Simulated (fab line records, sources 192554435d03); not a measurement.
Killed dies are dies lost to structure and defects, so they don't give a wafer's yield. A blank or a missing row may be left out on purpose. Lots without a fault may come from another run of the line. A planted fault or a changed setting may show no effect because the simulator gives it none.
Which tool did it? | flow n5_finfet | 6 lots, 17 wafers sampled, at 2 steps of a route of 1938

WHAT THE GAUGES READ, wafer by wafer
N5_BEOL_M8_RS_MEAS_57: measures by four-point-probe.
lot  | measured     | on            | M8_RS (ohm/sq)
L551 | day 9 23:34  | film_metro-02 | 0.302 0.297 0.316
L553 | day 10 20:00 | film_metro-02 | 0.305 0.287 0.282
L562 | day 13 04:47 | film_metro-02 | 0.285 0.281 0.281
L565 | day 14 01:43 | film_metro-01 | 0.299 0.289 0.298
L567 | day 14 12:27 | film_metro-02 | 0.301 0.301
L572 | day 15 13:09 | film_metro-01 | 0.298 0.316 0.286

WHICH TOOL RAN EACH LOT (tool, then ch and the chambers of the sampled wafers, then the start)
lot  | N5_BEOL_M8_SPUTTER_48
L551 | pvd_sputter-01, day 9 22:04
L553 | pvd_sputter-02, day 10 18:55
L562 | pvd_sputter-01, day 13 03:50
L565 | pvd_sputter-02, day 14 00:02
L567 | pvd_sputter-01, day 14 11:20
L572 | pvd_sputter-03, day 15 11:50
- N5_BEOL_M8_SPUTTER_48: material Cu, target thk 10 nm, time 1.667 s.

THE ANSWER, worked out from the rows above alone
Rule: what is usual is taken from the lots themselves. Put in order of their means at a reading, lots are off if they are a third of the lots or fewer, leave a main group of 4 or more, and stand apart from it by a gap of 3 or more times the standard deviation of the main group's means; of several such gaps the widest counts. A main group whose means are all the same, to the digits that the tables above print for the reading, isn't used. A lot without any number at a reading at which 4 lots or more have one is off too. The other lots that the step has rows for count as sound.
No lot is off at any reading shown: from this, nothing can be told.

WHAT THE SIMULATOR HAD PUT IN
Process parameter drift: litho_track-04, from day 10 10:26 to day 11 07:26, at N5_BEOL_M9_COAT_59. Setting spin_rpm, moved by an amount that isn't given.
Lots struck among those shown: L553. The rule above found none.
